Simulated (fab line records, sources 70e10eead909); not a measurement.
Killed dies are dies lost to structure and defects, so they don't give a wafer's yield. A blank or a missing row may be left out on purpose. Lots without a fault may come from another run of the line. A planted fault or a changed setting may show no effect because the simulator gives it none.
Chamber matching | flow nand_harc | NHARC_A_SLIT_ETCH_29 on rie_diel-09: 4 sister chambers
The step etches the open film in CF4/O2, target depth 100 nm, overetch 10 nm, time 55 s. 4 wafers are shown with their chamber, then 7 later ones without.

WAFERS WITH THEIR CHAMBER
wafer  | chamber | drypump_motor_current_A (A)
L081.4 | 3       | 5.93
L087.3 | 0       | 5.57
L087.5 | 1       | 5.72
L089.5 | 2       | 6.18

WAFERS WITHOUT THEIR CHAMBER
wafer  | drypump_motor_current_A (A)
L089.6 | 5.73
L086.1 | 5.55
L086.3 | 5.90
L086.5 | 6.18
L094.2 | 5.92
L094.4 | 5.59
L094.6 | 5.88

WHICH CHAMBER EACH WENT THROUGH
wafer  | from the rows above | in truth
L089.6 | 1                   | 1
L086.1 | 0                   | 0
L086.3 | 3                   | 3
L086.5 | 2                   | 2
L094.2 | 3                   | 3
L094.4 | 0                   | 0
L094.6 | 3                   | 3
Placed correctly: 7 of 7. Can't be placed from these rows: 0. Placed wrongly: 0.
How it was worked out, from the rows above alone: a wafer's distance from a chamber is the root of the sum, over the readings, of the square of ((its reading less the chamber's mean) divided by the reading's scatter). The wafer belongs to the nearest chamber; if the next one is less than 2 further off, it can't be placed. A chamber's mean is the mean of its shown wafers. The scatter: with one shown wafer a chamber, the root of the mean of the squares of how far each hidden wafer lies from its nearest shown one.
